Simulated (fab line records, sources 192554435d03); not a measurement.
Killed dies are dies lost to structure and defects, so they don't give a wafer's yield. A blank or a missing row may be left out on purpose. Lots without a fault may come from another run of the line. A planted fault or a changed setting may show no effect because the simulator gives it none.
Problem report in the 8D (eight disciplines) form, filled by code | flow n5_finfet | the parts of the form that need people (team, actions taken, sign-off) are left out

1. THE PROBLEM
raw_defect_count at N5_BEOL_M6_INSPECT_13 reads a mean of 1128 on 3 wafers of 3 lots; wafers without a fault read 416 with a standard deviation of 85. That is +8.4 standard deviations from the usual mean.
The step: inspects for defects (brightfield).
First seen on wafer L269.6, day 11 18:10, on defect_inspect-02. The record holds 15 wafers of 5 lots with a number at this step. Rule for "out", or "out of limits": more than 4 standard deviations from the usual mean. The other wafers with a number count as sound.

2. WHAT IT IS AND WHAT IT IS NOT
question                    | is                                   | is not
which readings at this step | raw_defect_count                     | -
which lots                  | L268, L269, L273                     | L266, L267
which wafers of those lots  | L268.5, L269.6, L273.3               | L268.4, L268.6, L269.2, L269.3, L273.1, L273.6
read on which gauges        | defect_inspect-01, defect_inspect-02 | -
when                        | from day 11 18:10                    | up to then (5 sound wafers); but 7 sound wafers of L267, L268, L273 came after

3. SUSPECTS, AND WHAT RULES EACH OUT
Counting: a tool at a process step up to the reading stays a suspect if it ran every lot that is out. Sound lots after the first of them don't rule it out here, since some wafers of a struck lot are sound.
- the gauge at N5_BEOL_M6_INSPECT_13: ruled out. The wafers that are out were read on 2 gauges (defect_inspect-01, defect_inspect-02).
- pecvd-01 at N5_BEOL_M6_ILD_DEP_00 (deposits SiCOH lowk from DEMS/porogen, target thk 179.75 nm, time 33.4 s): kept. It ran every lot that is out, first L269 (day 11 15:08); its last sound lot up to then is L266 (day 11 00:07).
- Within pecvd-01 at N5_BEOL_M6_ILD_DEP_00: the wafers that are out ran in chamber 0; their sound lot-mates ran in chambers 1, 2.
Left after counting: pecvd-01 at N5_BEOL_M6_ILD_DEP_00.

4. THE CAUSE (what the simulator had put in)
Chamber particle source: pecvd-01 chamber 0, from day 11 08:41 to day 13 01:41, at N5_BEOL_M6_ILD_DEP_00. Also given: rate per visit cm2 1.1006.
Counting left only this tool.

5. THE CHAIN OF EFFECTS, in route order
Each row: a reading whose mean over the struck wafers that have a number lies more than 3 standard deviations from the usual. Only readings for which the record gives a usual standard deviation are gone through. hours: the time from each lot's start at the first step in this table that gives one to its start at this step, as a median over the lots. sigmas: the change in usual standard deviations.
hours | step                    | reading              | usual  | on struck wafers | change | sigmas
0     | N5_BEOL_M6_INSPECT_13   | raw_defect_count     | 416    | 1128             | +712   | +8.4
84    | N5_PASSIVATION_PROBE_49 | defect_limited_yield | 91.4 % | 82.1             | -9.3   | -6.6
84    | N5_PASSIVATION_PROBE_49 | killed_at_M4_up      | 13     | 141              | +128   | +28
84    | N5_PASSIVATION_PROBE_49 | killed_dies          | 102    | 211              | +109   | +6.8
84    | N5_PASSIVATION_PROBE_49 | sort_bin_5_function  | 5.1 %  | 11.4             | +6.3   | +7.0
84    | N5_PASSIVATION_PROBE_49 | sort_n_pass          | 1078   | 969              | -109   | -6.8
84    | N5_PASSIVATION_PROBE_49 | sort_yield_pct       | 91.3 % | 82.1             | -9.2   | -6.5
The process steps in it:
- N5_PASSIVATION_PROBE_49

6. WHAT WOULD HAVE CAUGHT IT SOONER
In this record the first reading out of limits at a measuring or inspecting step was taken at day 11 18:10, 9 hours after the fault began at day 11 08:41.
Of the tool readings at N5_BEOL_M6_ILD_DEP_00 for which the record gives a usual standard deviation, none was out on any struck wafer, so an alarm limit of 4 standard deviations on them would not have fired.
Of the lots that are out (3), L268, L273 began N5_BEOL_M6_ILD_DEP_00 on pecvd-01 after day 11 18:10. A hold on the tool at that time would have spared those 2.
